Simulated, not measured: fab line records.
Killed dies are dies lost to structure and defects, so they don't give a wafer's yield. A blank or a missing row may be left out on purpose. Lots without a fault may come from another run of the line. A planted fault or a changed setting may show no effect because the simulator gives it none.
fab line records | flow n5Finfet
[record] lots = 24 wafers = 72 lastDay = 18
route steps=1938 shown SDB@374 HKMG_FIN@399 GATE_CUT@473
lots with no fault: from the same line, run without faults
startH: hours from the record's first day to the start of the lot's first wafer shown | waitH: hours elapsed since this lot's preceding step | " same as the row above | L1.1+2: several wafers, shown together as one row | - no value, or no start was given | * or withheld: withheld | < > ~ a bound
route shown NAME@n: a module of which the file shows steps, and the number in the route of the first | usual: average and standard deviation across the fault-free wafers | same: alike in all rows | chamber/n: place in a boat | sites: each site's reading | _std_site: the standard deviation of these | _edge_site: mean of outer sites minus mean of inner sites | radiusMm: how far each site lies from the wafer's centre | mask NAME#n: copy n | behind: the tool/chamber that last shaped the wafer | hold: why the lot went on hold/how many hours it stayed there/how the hold came to an end | device: transistor that didn't switch, given as n, p or np | end of line: tests run on the same wafers once the route is complete | step lacking rows: just its recipe | killed: at the first sort, the dies lost to defects and structure; wafer yield is something else | map: per-die view of a wafer (x killed, . not killed, _ where there is no die)
set.NAME: the setting as run; set.NAME@STEP: as run at that earlier step | model.NAME: the simulator's own value behind a step, which no gauge read
a sample of lots followed through the steps of the route, with each step as a table and each wafer as a row
services: a tool's chamber out of use, with start hour (startH, from the record's first day; less than 0 if before it), hours out, and reason
[[steps]]
[step N5_SDB_CMP_30]
[recipe] stopOn = poly-Si tOverpolishS = 1.54 postCmpClean = alkalineBrush downForcePsi = 4.1491 platenRpm = 51.796 padVelocityMS = 1.0306 targetThkNm = 30
[usual] motorCurrentA = 13.1/2 overpolishRunS = 1.541/0.009 slurryFilterDpKPa = 13.48/0.14 timeToEndpointS = 17.3/2.5
// columns lot.wafer tool chamber startH waitH motorCurrentA overpolishRunS slurryFilterDpKPa timeToEndpointS
L074.4 cmp-01 3 72.17 1.5 13.3 1.542 13.46 17.7
L074.6 " 2 " " 16.0 1.545 13.24 18.6
L074.5 " 3 " " 12.9 1.529 13.55 22.1
L075.4 cmp-01 2 78.58 1.6 16.3 1.548 13.41 16.8
L075.2 " 3 " " 13.0 1.547 13.50 16.7
L075.6 " 2 " " 16.6 1.541 13.40 16.3
L076.2 cmp-01 0 82.83 1.4 12.8 1.542 13.45 16.9
L076.3 " 3 " " 12.7 1.546 13.64 17.8
L076.5 " 1 " " 15.0 1.543 13.52 21.0
L077.2 cmp-01 3 89.70 1.8 13.0 1.517 13.38 20.0
L077.1 " 0 " " 13.7 1.528 13.21 16.0
L077.5 " 1 " " 15.1 1.536 13.84 19.1
L078.2 cmp-01 3 98.09 1.5 13.1 1.549 13.49 19.1
L078.6 " 0 " " 13.6 1.529 13.36 16.8
L078.5 " 1 " " 14.8 1.530 13.64 18.1
L079.3 cmp-04 0 111.12 1.5 11.0 1.542 13.43 14.2
L079.4 " 1 " " 10.7 1.528 13.43 18.7
L079.5 " 2 " " 10.7 1.534 13.56 21.8
L080.2 cmp-01 2 112.83 1.5 15.4 1.555 13.06 15.6
L080.5 " 3 " " 13.6 1.529 13.36 18.1
L080.6 " 0 " " 13.5 1.548 13.61 13.4
L081.4 cmp-03 3 118.23 1.4 13.4 1.539 13.47 10.1
L081.2 " 2 " " 9.7 1.550 13.53 15.3
L081.5 " 0 " " 11.2 1.522 13.49 13.6
L082.3 cmp-04 1 119.20 1.4 11.0 1.543 13.48 22.7
L082.1 " 2 " " 10.8 1.548 13.47 24.1
L082.5 " 1 " " 10.8 1.546 13.69 20.0
L083.4 cmp-03 0 125.81 1.4 11.4 1.539 13.69 17.3
L083.1 " 2 " " 9.4 1.535 13.54 18.4
L083.3 " 3 " " 12.9 1.528 13.66 14.6
L084.4 cmp-01 1 129.63 1.4 15.3 1.543 13.61 18.8
L084.2 " 3 " " 14.1 1.526 13.53 18.8
L084.6 " 0 " " 12.6 1.539 13.61 15.6
L085.1 cmp-01 1 137.22 1.4 14.5 1.533 13.72 17.1
L085.2 " 3 " " 13.6 1.543 13.30 19.3
L085.6 " 1 " " 15.5 1.525 13.60 18.6
L086.4 cmp-03 2 143.45 1.4 8.9 1.550 13.61 18.1
L086.3 " 0 " " 11.4 1.540 13.56 17.5
L086.5 " 3 " " 12.9 1.527 13.65 13.8
L087.4 cmp-04 2 147.12 1.4 10.8 1.551 13.48 21.1
L087.3 " 0 " " 11.2 1.548 13.49 14.0
L087.5 " 2 " " 10.3 1.539 13.60 20.1
L088.4 cmp-03 1 156.43 1.4 12.8 1.542 13.56 19.7
L088.2 " 2 " " 9.5 1.544 13.61 19.3
L088.5 " 1 " " 12.5 1.546 13.30 17.5
L089.2 cmp-03 3 166.49 1.4 12.8 1.534 13.35 13.5
L089.3 " 2 " " 8.9 1.556 13.55 18.7
L089.5 " 3 " " 13.1 1.555 13.36 14.1
L090.3 cmp-01 1 174.45 1.4 15.1 1.560 13.59 16.1
L090.4 " 2 " " 16.3 1.542 13.67 17.3
L090.5 " 2 " " 16.1 1.536 13.69 18.4
L092.3 cmp-01 1 178.12 1.4 15.1 1.543 13.52 20.2
L092.2 " 2 " " 16.1 1.548 13.75 16.5
L092.1 " 3 " " 13.6 1.541 13.46 16.3
L091.3 cmp-03 0 178.61 1.4 12.0 1.547 13.59 15.7
L091.1 " 1 " " 13.1 1.531 13.28 17.2
L091.2 " 3 " " 12.9 1.558 13.31 12.5
L093.2 cmp-01 1 184.88 1.4 14.8 1.538 13.54 18.6
L093.4 " 2 " " 16.9 1.538 13.30 16.8
L093.3 " 3 " " 13.7 1.541 13.58 14.0
L094.1 cmp-03 1 194.87 1.5 13.2 1.524 13.66 16.2
L094.5 " 3 " " 13.0 1.551 13.38 12.9
L094.6 " 0 " " 11.3 1.544 13.38 14.9
L095.3 cmp-04 0 204.65 2.0 11.7 1.543 13.65 16.7
L095.4 " 1 " " 10.7 1.540 13.46 20.8
L095.2 " 2 " " 10.9 1.551 13.40 23.3
L097.4 cmp-04 3 216.15 1.4 13.4 1.540 13.23 22.3
L097.2 " 0 " " 10.7 1.550 13.55 14.7
L097.5 " 3 " " 12.5 1.553 13.28 19.6
L096.2 cmp-01 0 219.55 1.4 13.0 1.523 13.32 15.9
L096.1 " 1 " " 15.2 1.557 13.28 20.4
L096.4 " 2 " " 16.0 1.540 13.59 16.5
[step N5_HKMG_FIN_OVL_MEAS_50]
[recipe] pointsPerWafer = 44
[usual] NDIPOLE_OVL = -0.1/0.67
// columns lot.wafer tool chamber startH waitH NDIPOLE_OVL[nm]
L074.4 overlay-01 0 74.09 0.0 0.8
L074.5 " 0 " " 0.0
L074.6 " 0 " " -0.8
L075.2 overlay-02 0 80.61 0.0 -0.8
L075.4 " 0 " " -0.2
L075.6 " 0 " " -0.7
L076.2 overlay-02 0 84.72 0.0 -0.5
L076.3 " 0 " " 0.4
L076.5 " 0 " " -0.2
L077.1 overlay-01 0 91.62 0.0 -0.1
L077.2 " 0 " " -1.1
L077.5 " 0 " " -0.6
L078.2 overlay-01 0 99.73 0.0 0.5
L078.5 " 0 " " -0.4
L078.6 " 0 " " 1.1
L079.3 overlay-01 0 113.21 0.0 -0.4
L079.4 " 0 " " -0.1
L079.5 " 0 " " -0.7
L080.2 overlay-01 0 114.60 0.0 0.1
L080.5 " 0 " " 1.1
L080.6 " 0 " " 0.6
L081.2 overlay-01 0 120.21 0.0 1.1
L081.4 " 0 " " 0.7
L081.5 " 0 " " 0.3
L082.1 overlay-01 0 121.04 0.0 -0.1
L082.3 " 0 " " 0.1
L082.5 " 0 " " -0.5
L083.1 overlay-02 0 127.86 0.0 0.1
L083.3 " 0 " " 0.4
L083.4 " 0 " " -0.6
L084.2 overlay-01 0 131.59 0.0 -0.1
L084.4 " 0 " " 0.6
L084.6 " 0 " " -0.4
L085.1 overlay-02 0 139.07 0.0 0.7
L085.2 " 0 " " 0.6
L085.6 " 0 " " 0.8
L086.3 overlay-01 0 145.22 0.0 -1.7
L086.4 " 0 " " -1.2
L086.5 " 0 " " -2.4
L087.3 overlay-02 0 149.00 0.0 -0.1
L087.4 " 0 " " -0.9
L087.5 " 0 " " 0.4
L088.2 overlay-01 0 158.22 0.0 -0.5
L088.4 " 0 " " 0.6
L088.5 " 0 " " 0.2
L089.2 overlay-02 0 168.37 0.0 -0.9
L089.3 " 0 " " -0.1
L089.5 " 0 " " -0.6
L090.3 overlay-01 0 176.33 0.0 -0.8
L090.4 " 0 " " -0.5
L090.5 " 0 " " -0.4
L092.1 overlay-02 0 180.06 0.0 0.1
L092.2 " 0 " " 0.9
L092.3 " 0 " " -0.8
L091.1 overlay-02 0 180.37 0.0 0.4
L091.2 " 0 " " 0.5
L091.3 " 0 " " 0.2
L093.2 overlay-02 0 186.78 0.0 -0.2
L093.3 " 0 " " -0.9
L093.4 " 0 " " 0.2
L094.1 overlay-02 0 196.68 0.0 -0.7
L094.5 " 0 " " 0.1
L094.6 " 0 " " -0.8
L095.2 overlay-01 0 206.61 0.0 -0.3
L095.3 " 0 " " -0.5
L095.4 " 0 " " 0.0
L097.2 overlay-01 0 218.07 0.0 -0.6
L097.4 " 0 " " -2.2
L097.5 " 0 " " -1.4
L096.1 overlay-01 0 221.27 0.0 0.7
L096.2 " 0 " " 0.3
L096.4 " 0 " " -0.1
[step N5_HKMG_FIN_PWFM_ALD_03]
[recipe] material = TiN targetThkA = 20 tempC = 400 aldPrecursorFamily = TiCl4 aldCoReactant = NH3 pulseTimeS = 1 purgeTimeS = 3 coReactantPurgeTimeS = 2 coReactantPulseTimeS = 2 aldCycles = 91 pressureTorr = 3
[usual] heaterPowerW = 883/79 precursorPulseHeightRel = 1.002/0.02
// columns lot.wafer tool chamber startH waitH heaterPowerW precursorPulseHeightRel
L074.4 aldMetal-04 3 76.61 0.0 909 0.976
L074.5 " 1 " " 841 1.007
L074.6 " 0 " " 918 0.969
L075.2 aldMetal-02 2 83.11 0.0 868 1.026
L075.4 " 0 " " 820 1.012
L075.6 " 2 " " 874 1.019
L076.2 aldMetal-02 2 87.37 0.0 892 0.980
L076.3 " 0 " " 801 1.007
L076.5 " 2 " " 880 1.005
L077.1 aldMetal-03 1 94.23 0.0 1064 1.010
L077.2 " 2 " " 804 1.010
L077.5 " 3 " " 984 0.967
L078.2 aldMetal-02 1 102.45 0.0 953 1.001
L078.5 " 0 " " 812 0.978
L078.6 " 1 " " 970 1.003
L079.3 aldMetal-02 3 115.89 0.0 896 1.015
L079.4 " 2 " " 878 1.005
L079.5 " 2 " " 857 1.050
L080.2 aldMetal-02 0 117.66 0.0 816 0.991
L080.5 " 0 " " 816 0.958
L080.6 " 1 " " 971 0.995
L081.2 aldMetal-03 0 123.16 0.0 789 1.016
L081.4 " 3 " " 976 1.059
L081.5 " 2 " " 800 1.009
L082.1 aldMetal-04 1 124.06 0.0 855 1.031
L082.3 " 0 " " 889 0.982
L082.5 " 2 " " 825 0.996
L083.1 aldMetal-04 2 130.59 0.0 826 1.001
L083.3 " 0 " " 922 0.982
L083.4 " 3 " " 923 1.008
L084.2 aldMetal-03 1 134.21 0.0 1041 1.044
L084.4 " 3 " " 963 1.000
L084.6 " 1 " " 1036 1.009
L085.1 aldMetal-02 2 141.80 0.0 862 1.005
L085.2 " 0 " " 816 1.005
L085.6 " 2 " " 865 1.030
L086.3 aldMetal-03 3 148.18 0.0 943 1.005
L086.4 " 1 " " 1032 0.983
L086.5 " 0 " " 770 0.993
L087.3 aldMetal-03 1 151.50 0.0 1041 1.002
L087.4 " 3 " " 954 1.020
L087.5 " 1 " " 1025 1.007
L088.2 aldMetal-04 2 161.09 0.0 820 1.026
L088.4 " 3 " " 940 0.998
L088.5 " 2 " " 858 1.012
L089.2 aldMetal-04 0 170.88 0.0 896 1.011
L089.3 " 1 " " 841 1.002
L089.5 " 2 " " 827 0.985
L090.3 aldMetal-04 2 178.83 0.0 852 0.993
L090.4 " 1 " " 839 1.003
L090.5 " 0 " " 889 0.998
L092.1 aldMetal-02 3 182.85 0.0 891 0.988
L092.2 " 1 " " 961 1.006
L092.3 " 2 " " 877 1.006
L091.1 aldMetal-03 3 183.09 0.0 949 1.012
L091.2 " 0 " " 757 0.987
L091.3 " 2 " " 799 1.023
L093.2 aldMetal-03 2 189.78 0.0 796 0.975
L093.3 " 3 " " 965 0.991
L093.4 " 1 " " 1026 0.994
L094.1 aldMetal-02 2 199.23 0.0 869 1.006
L094.5 " 1 " " 976 1.020
L094.6 " 2 " " 851 1.009
L095.2 aldMetal-03 0 209.52 0.0 765 0.978
L095.3 " 2 " " 803 0.992
L095.4 " 3 " " 951 0.973
L097.2 aldMetal-02 0 220.62 0.0 831 0.992
L097.4 " 2 " " 856 0.985
L097.5 " 0 " " 809 0.999
L096.1 aldMetal-02 2 223.78 0.0 847 1.017
L096.2 " 0 " " 839 1.020
L096.4 " 0 " " 848 1.025
[step N5_HKMG_FIN_OVL_MEAS_13]
[recipe] pointsPerWafer = 44
[usual] NWFM_OVL = 0.1/0.82
// columns lot.wafer tool chamber startH waitH NWFM_OVL[nm]
L074.4 overlay-01 0 77.51 0.0 0.0
L074.5 " 0 " " 0.3
L074.6 " 0 " " 0.3
L075.2 overlay-01 0 83.86 0.0 -2.4
L075.4 " 0 " " -0.7
L075.6 " 0 " " -1.7
L076.2 overlay-02 0 88.24 0.0 0.0
L076.3 " 0 " " -0.3
L076.5 " 0 " " 0.5
L077.1 overlay-02 0 94.97 0.0 -0.4
L077.2 " 0 " " 0.9
L077.5 " 0 " " 0.6
L078.2 overlay-02 0 103.19 0.0 0.8
L078.5 " 0 " " 0.8
L078.6 " 0 " " -0.8
L079.3 overlay-01 0 116.64 0.0 -0.4
L079.4 " 0 " " -0.6
L079.5 " 0 " " -1.1
L080.2 overlay-01 0 118.54 0.0 0.5
L080.5 " 0 " " -0.3
L080.6 " 0 " " -0.2
L081.2 overlay-01 0 124.03 0.0 0.4
L081.4 " 0 " " -0.2
L081.5 " 0 " " -1.0
L082.1 overlay-02 0 124.80 0.0 -0.4
L082.3 " 0 " " -0.7
L082.5 " 0 " " -1.2
L083.1 overlay-02 0 131.48 0.0 0.8
L083.3 " 0 " " 1.2
L083.4 " 0 " " -0.1
L084.2 overlay-02 0 134.95 0.0 0.1
L084.4 " 0 " " 1.6
L084.6 " 0 " " -0.1
L085.1 overlay-01 0 142.66 0.0 1.0
L085.2 " 0 " " 0.6
L085.6 " 0 " " 0.3
L086.3 overlay-01 0 149.05 0.0 -0.4
L086.4 " 0 " " 0.4
L086.5 " 0 " " -0.4
L087.3 overlay-02 0 152.37 0.0 -1.3
L087.4 " 0 " " 1.5
L087.5 " 0 " " -0.3
L088.2 overlay-01 0 161.87 0.0 0.8
L088.4 " 0 " " 0.7
L088.5 " 0 " " -0.9
L089.2 overlay-02 0 171.74 0.0 0.1
L089.3 " 0 " " -1.3
L089.5 " 0 " " -1.5
L090.3 overlay-02 0 179.70 0.0 1.0
L090.4 " 0 " " 1.7
L090.5 " 0 " " 1.4
L092.1 overlay-02 0 183.72 0.0 -1.6
L092.2 " 0 " " 0.3
L092.3 " 0 " " -1.5
L091.1 overlay-02 0 183.95 0.0 0.8
L091.2 " 0 " " 0.6
L091.3 " 0 " " -0.4
L093.2 overlay-02 0 190.65 0.0 0.4
L093.3 " 0 " " 0.5
L093.4 " 0 " " 0.4
L094.1 overlay-02 0 200.10 0.0 0.0
L094.5 " 0 " " -1.4
L094.6 " 0 " " 0.6
L095.2 overlay-02 0 210.39 0.0 0.5
L095.3 " 0 " " -0.4
L095.4 " 0 " " 1.6
L097.2 overlay-01 0 221.48 0.0 1.0
L097.4 " 0 " " 0.7
L097.5 " 0 " " 1.6
L096.1 overlay-01 0 224.53 0.0 0.7
L096.2 " 0 " " 0.1
L096.4 " 0 " " -0.6
[step N5_HKMG_FIN_STRIP_69]
[recipe] chemistry = N2/H2 powerW = 2500 tempC = 300 h2Frac = 0.65 timeS = 360 pressureMtorr = withheld n2FlowSccm = 1750 h2FlowSccm = 3250
[usual] drypumpMotorCurrentA = 5.6/0.36 heaterPowerW = 438/17
// columns lot.wafer tool chamber startH waitH drypumpMotorCurrentA heaterPowerW rfHoursCounterH
L074.4 plasmaAsher-02 0 80.90 0.2 5.8 450 -
L074.5 " 1 " " 5.1 449 -
L074.6 " 0 " " 5.8 453 -
L075.2 plasmaAsher-01 1 86.93 0.1 5.4 415 40
L075.4 " 1 " " 5.4 420 -
L075.6 " 1 " " 5.4 402 -
L076.2 plasmaAsher-01 0 91.36 0.1 6.0 450 41
L076.3 " 0 " " 6.0 443 -
L076.5 " 0 " " 6.0 460 -
L077.1 plasmaAsher-01 1 97.93 0.2 5.4 402 43
L077.2 " 0 " " 6.1 459 43
L077.5 " 0 " " 6.1 434 -
L078.2 plasmaAsher-02 1 106.81 0.1 5.1 443 92
L078.5 " 0 " " 5.8 458 -
L078.6 " 1 " " 5.1 436 -
L079.3 plasmaAsher-02 0 119.87 0.3 5.8 438 -
L079.4 " 1 " " 5.2 433 -
L079.5 " 0 " " 5.8 435 -
L080.2 plasmaAsher-02 0 122.01 0.3 5.8 452 97
L080.5 " 0 " " 5.8 447 -
L080.6 " 1 " " 5.1 447 -
L081.2 plasmaAsher-02 0 127.00 0.1 5.8 463 99
L081.4 " 1 " " 5.1 455 -
L081.5 " 0 " " 5.8 457 -
L082.1 plasmaAsher-02 1 127.87 0.1 5.1 435 100
L082.3 " 1 " " 5.2 444 -
L082.5 " 0 " " 5.8 447 -
L083.1 plasmaAsher-01 0 134.31 0.1 6.0 441 48
L083.3 " 0 " " 6.1 449 -
L083.4 " 1 " " 5.4 405 -
L084.2 plasmaAsher-02 0 137.78 0.1 5.8 448 102
L084.4 " 0 " " 5.9 453 -
L084.6 " 0 " " 5.8 445 -
L085.1 plasmaAsher-02 1 145.65 0.1 5.1 430 104
L085.2 " 0 " " 5.8 442 104
L085.6 " 0 " " 5.8 458 -
L086.3 plasmaAsher-01 0 151.97 0.2 6.1 445 -
L086.4 " 1 " " 5.4 407 -
L086.5 " 0 " " 6.1 452 -
L087.3 plasmaAsher-01 0 155.47 0.2 6.0 452 -
L087.4 " 1 " " 5.4 401 -
L087.5 " 1 " " 5.4 402 -
L088.2 plasmaAsher-02 1 164.71 0.1 5.1 441 108
L088.4 " 1 " " 5.1 442 -
L088.5 " 0 " " 5.8 452 -
L089.2 plasmaAsher-02 0 174.81 0.1 5.8 451 109
L089.3 " 1 " " 5.1 436 -
L089.5 " 1 " " 5.2 446 -
L090.3 plasmaAsher-02 1 183.05 0.2 5.1 447 -
L090.4 " 0 " " 5.8 447 -
L090.5 " 0 " " 5.8 459 -
L092.1 plasmaAsher-02 1 186.54 0.1 5.1 442 112
L092.2 " 0 " " 5.8 453 112
L092.3 " 1 " " 5.1 438 -
L091.1 plasmaAsher-02 1 186.90 0.1 5.1 446 113
L091.2 " 0 " " 5.8 452 113
L091.3 " 1 " " 5.1 442 -
L093.2 plasmaAsher-01 1 193.61 0.1 5.4 404 57
L093.3 " 1 " " 5.4 419 -
L093.4 " 0 " " 6.1 458 -
L094.1 plasmaAsher-01 0 203.01 0.1 6.1 443 59
L094.5 " 0 " " 6.0 444 -
L094.6 " 1 " " 5.4 393 -
L095.2 plasmaAsher-01 0 213.25 0.1 6.0 439 61
L095.3 " 1 " " 5.4 406 -
L095.4 " 0 " " 6.1 438 -
L097.2 plasmaAsher-02 1 224.35 0.1 5.1 440 119
L097.4 " 1 " " 5.1 447 -
L097.5 " 0 " " 5.8 455 -
L096.1 plasmaAsher-02 0 227.61 0.1 5.8 447 120
L096.2 " 1 " " 5.1 435 120
L096.4 " 1 " " 5.1 449 -
[step N5_GATE_CUT_SAC_CAP_01]
[recipe] material = SiNx targetThkA = 240 tempC = 400 aldPrecursorFamily = SiH2I2 aldCoReactant = N2/H2-plasma pulseTimeS = 1 aldCycles = 480 purgeTimeS = 2 coReactantPurgeTimeS = 2 pressureTorr = 2
[usual] heaterPowerW = 878/93 precursorPulseHeightRel = 0.999/0.02
// columns lot.wafer tool chamber startH waitH heaterPowerW precursorPulseHeightRel
L074.4 aldSin-03 2 83.06 0.0 812 1.018
L074.5 " 2 84.14 1.1 802 0.973
L074.6 " 1 " " 773 1.001
L075.2 aldSin-02 3 89.20 0.0 950 0.995
L075.4 " 1 " " 864 1.015
L075.6 " 3 90.28 1.1 949 1.029
L076.2 aldSin-03 0 93.84 0.0 995 0.982
L076.3 " 1 " " 775 1.008
L076.5 " 1 94.93 1.1 783 1.006
L077.1 aldSin-03 1 100.47 0.0 768 0.992
L077.2 " 3 " " 778 1.017
L077.5 " 1 101.55 1.1 790 1.042
L078.2 aldSin-04 2 109.63 0.2 749 0.994
L078.5 " 2 110.71 1.3 736 0.994
L078.6 " 1 " " 1011 0.991
L079.3 aldSin-03 2 122.02 0.0 798 1.013
L079.4 " 3 " " 758 1.001
L079.5 " 0 123.11 1.1 1004 0.973
L080.2 aldSin-03 3 124.29 0.0 760 0.986
L080.5 " 3 125.38 1.1 772 0.988
L080.6 " 0 " " 1007 0.997
L081.2 aldSin-04 0 129.28 0.0 908 0.985
L081.4 " 1 " " 979 1.028
L081.5 " 0 130.36 1.1 861 0.997
L082.1 aldSin-03 3 130.15 0.0 783 1.004
L082.3 " 2 " " 802 0.952
L082.5 " 0 131.23 1.1 1000 0.988
L083.1 aldSin-03 2 136.86 0.0 804 0.982
L083.3 " 0 " " 1020 1.028
L083.4 " 3 " " 764 1.002
L084.2 aldSin-04 2 140.06 0.0 733 1.030
L084.4 " 3 " " 883 0.984
L084.6 " 0 141.15 1.1 877 0.970
L085.1 aldSin-03 2 147.93 0.0 803 0.986
L085.2 " 1 " " 778 1.004
L085.6 " 1 149.02 1.1 794 1.020
L086.3 aldSin-04 3 154.12 0.0 885 1.019
L086.4 " 0 155.21 1.1 884 0.987
L086.5 " 3 " " 872 1.004
L087.3 aldSin-03 3 157.74 0.0 782 0.971
L087.4 " 2 " " 817 1.028
L087.5 " 1 158.83 1.1 771 0.990
L088.2 aldSin-04 3 166.97 0.0 893 1.010
L088.4 " 0 168.06 1.1 868 1.032
L088.5 " 1 " " 986 0.993
L089.2 aldSin-02 3 177.08 0.0 932 1.039
L089.3 " 1 " " 832 0.985
L089.5 " 3 178.17 1.1 941 1.005
L090.3 aldSin-02 3 185.22 0.0 925 1.012
L090.4 " 0 " " 1012 0.988
L090.5 " 2 186.31 1.1 898 0.980
L092.1 aldSin-02 2 189.07 0.0 906 1.003
L092.2 " 3 " " 933 0.998
L092.3 " 1 " " 882 0.988
L091.1 aldSin-04 2 190.06 0.9 748 1.025
L091.2 " 3 " " 902 1.007
L091.3 " 0 " " 886 1.001
L093.2 aldSin-04 0 195.88 0.0 889 0.980
L093.3 " 1 " " 1005 0.967
L093.4 " 3 " " 900 1.013
L094.1 aldSin-04 1 205.37 0.1 977 1.026
L094.5 " 3 206.46 1.1 871 1.009
L094.6 " 2 " " 775 1.027
L095.2 aldSin-02 1 216.13 0.5 887 0.976
L095.3 " 3 " " 924 1.041
L095.4 " 0 " " 1014 0.999
L097.2 aldSin-02 1 226.71 0.0 856 0.975
L097.4 " 2 " " 899 1.008
L097.5 " 0 227.80 1.1 1012 1.008
L096.1 aldSin-03 2 229.88 0.0 787 0.965
L096.2 " 3 " " 727 0.979
L096.4 " 2 230.96 1.1 794 0.994
[[services]]
// columns tool chamber startH hours kind
plasmaAsher-02 - 51.27 15.0 repair
aldMetal-03 2 51.36 3.1 repair
cmp-03 - 59.71 17.3 pm
aldMetal-02 - 64.59 6.0 pm
cmp-01 - 64.95 3.6 pm
cmp-03 - 77.03 10.4 pm
aldMetal-02 3 85.05 15.9 repair
aldSin-04 - 85.25 14.0 pm
cmp-01 - 103.09 4.4 pm
plasmaAsher-02 - 109.26 2.8 pm
aldMetal-03 1 110.48 4.2 repair
plasmaAsher-01 - 115.45 10.4 repair
cmp-01 - 149.02 0.2 repair
aldSin-04 2 153.87 21.7 repair
cmp-01 - 161.62 0.5 repair
aldSin-03 - 166.93 1.7 repair
plasmaAsher-01 - 168.97 3.8 repair
cmp-01 - 171.43 1.2 repair
aldSin-03 - 178.05 14.0 pm
aldMetal-03 - 187.71 1.8 repair
aldMetal-02 3 197.98 17.2 repair
cmp-01 - 203.68 4.0 pm
aldMetal-02 1 219.92 10.1 repair
aldMetal-02 - 224.23 4.3 pm
[[key]]
fault none
